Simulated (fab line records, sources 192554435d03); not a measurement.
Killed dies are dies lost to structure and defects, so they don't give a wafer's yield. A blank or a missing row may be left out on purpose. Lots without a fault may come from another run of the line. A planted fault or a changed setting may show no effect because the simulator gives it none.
Chamber matching | flow n5_finfet | N5_FIN_SAQP_SPACER1_ETCHBACK_25 on rie_diel-05: 4 sister chambers
The step etches SiO2 in CHF3/O2, target depth 24.4 nm, time 12.2 s. 4 wafers are shown with their chamber, then 8 later ones without.

WAFERS WITH THEIR CHAMBER
wafer  | chamber | showerhead_plenum_p_Torr (Torr)
L082.6 | 0       | 2.47
L086.6 | 1       | 2.29
L090.5 | 3       | 2.50
L092.1 | 2       | 2.49

WAFERS WITHOUT THEIR CHAMBER
wafer  | showerhead_plenum_p_Torr (Torr)
L092.2 | 2.50
L092.5 | 2.49
L096.3 | 2.46
L096.4 | 2.49
L096.6 | 2.48
L097.3 | 2.46
L097.4 | 2.46
L097.5 | 2.48

WHICH CHAMBER EACH WENT THROUGH
wafer  | from the rows above          | in truth
L092.2 | can't be placed: 3 or 2      | 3
L092.5 | can't be placed: 2 or 3      | 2
L096.3 | 0                            | 0
L096.4 | can't be placed: 2 or 3      | 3
L096.6 | can't be placed: 0 or 2 or 3 | 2
L097.3 | 0                            | 0
L097.4 | 0                            | 0
L097.5 | can't be placed: 0 or 2 or 3 | 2
Placed correctly: 3 of 8. Can't be placed from these rows: 5 (the true chamber is among the candidates in 5). Placed wrongly: 0.
How it was worked out, from the rows above alone: a wafer's distance from a chamber is the root of the sum, over the readings, of the square of ((its reading less the chamber's mean) divided by the reading's scatter). The wafer belongs to the nearest chamber; if the next one is less than 2 further off, it can't be placed. A chamber's mean is the mean of its shown wafers. The scatter: with one shown wafer a chamber, the root of the mean of the squares of how far each hidden wafer lies from its nearest shown one.
